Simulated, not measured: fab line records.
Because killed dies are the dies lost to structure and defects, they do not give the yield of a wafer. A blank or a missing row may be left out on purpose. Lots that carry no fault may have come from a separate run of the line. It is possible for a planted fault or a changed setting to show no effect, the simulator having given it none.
Problem report, 8D (eight disciplines) form, completed by code | flow n5Finfet | the parts of the form that need people (team, actions taken, sign-off) are left out

1. PROBLEM STATEMENT
Wafers without a fault read 1500.0 rpm, standard deviation 1.2; spinSpeedRpm at N5_HKMG_FIN_COAT_41 reads a mean of 1812.7 rpm on 6 wafers belonging to 2 lots. That is +99 or more standard deviations from the usual mean.
The step: time 60 s, resist thk 300 nm.
The first sign was on wafer L250.1 at day 8 21:06, on lithoTrack-04. The record holds 30 wafers of 10 lots with a number at this step. The rule behind "out" and "out of limits": a value lying over 4 standard deviations away from the usual mean. All remaining wafers that have a number are taken as sound.

2. WHAT THIS IS AND IS NOT
question                    | is                     | is not
which readings at this step | spinSpeedRpm           | -
which lots                  | L250, L251             | L231, L233, L234, L237, L239, L242, L244, L252
which wafers of those lots  | all that have a number | -
read on which tools         | lithoTrack-04          | lithoTrack-02, lithoTrack-03
when                        | from day 8 21:06       | up to then (21 sound wafers); but 3 sound wafers of L252 came after

3. THE SUSPECTS, EACH WITH WHAT RULES IT OUT
Counting: a tool at any process step up to the reading remains a suspect when it ran all the lots that are out and ran no sound lot after the first of those.
- lithoTrack-04 at N5_HKMG_FIN_COAT_41 (time 60 s, resist thk 300 nm): kept. It processed each lot that is out, first L250 at day 8 21:06, and no sound lot thereafter; up to then, the last sound lot it processed was L244 at day 7 08:29. Its own spinSpeedRpm readings are out on those wafers.
Left after counting: lithoTrack-04 at N5_HKMG_FIN_COAT_41.

4. THE CAUSE (what the simulator had put in)
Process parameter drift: lithoTrack-04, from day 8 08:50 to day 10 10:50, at N5_HKMG_FIN_COAT_41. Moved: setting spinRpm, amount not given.
After counting, this tool was the only one left.

5. THE CHAIN OF EFFECTS, in route order
Rows list readings where the struck wafers' mean (over those with a number) sits beyond 3 standard deviations from the usual. Readings are gone through only where the record gives a usual standard deviation; hours: the median, over the lots, of the time from a lot's start at the first step in this table giving one to that lot's start at this step; sigmas: the change measured in usual standard deviations.
hours | step                | reading      | usual      | on struck wafers | change | sigmas
0     | N5_HKMG_FIN_COAT_41 | spinSpeedRpm | 1500.0 rpm | 1812.7           | +312.7 | +99 or more
It contains these process steps:
- N5_HKMG_FIN_COAT_41: time 60 s, resist thk 300 nm.
Later measuring or inspecting steps at which every struck wafer that the step has a row for has a number for every such reading, and none has moved that far: N5_HKMG_FIN_CD_MEAS_49, N5_BEOL_M4_RC_MEAS_101.

6. WHAT WOULD HAVE CAUGHT IT SOONER
In this record the first reading out of limits was taken at day 8 21:06, 12 hours after the fault began at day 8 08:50.
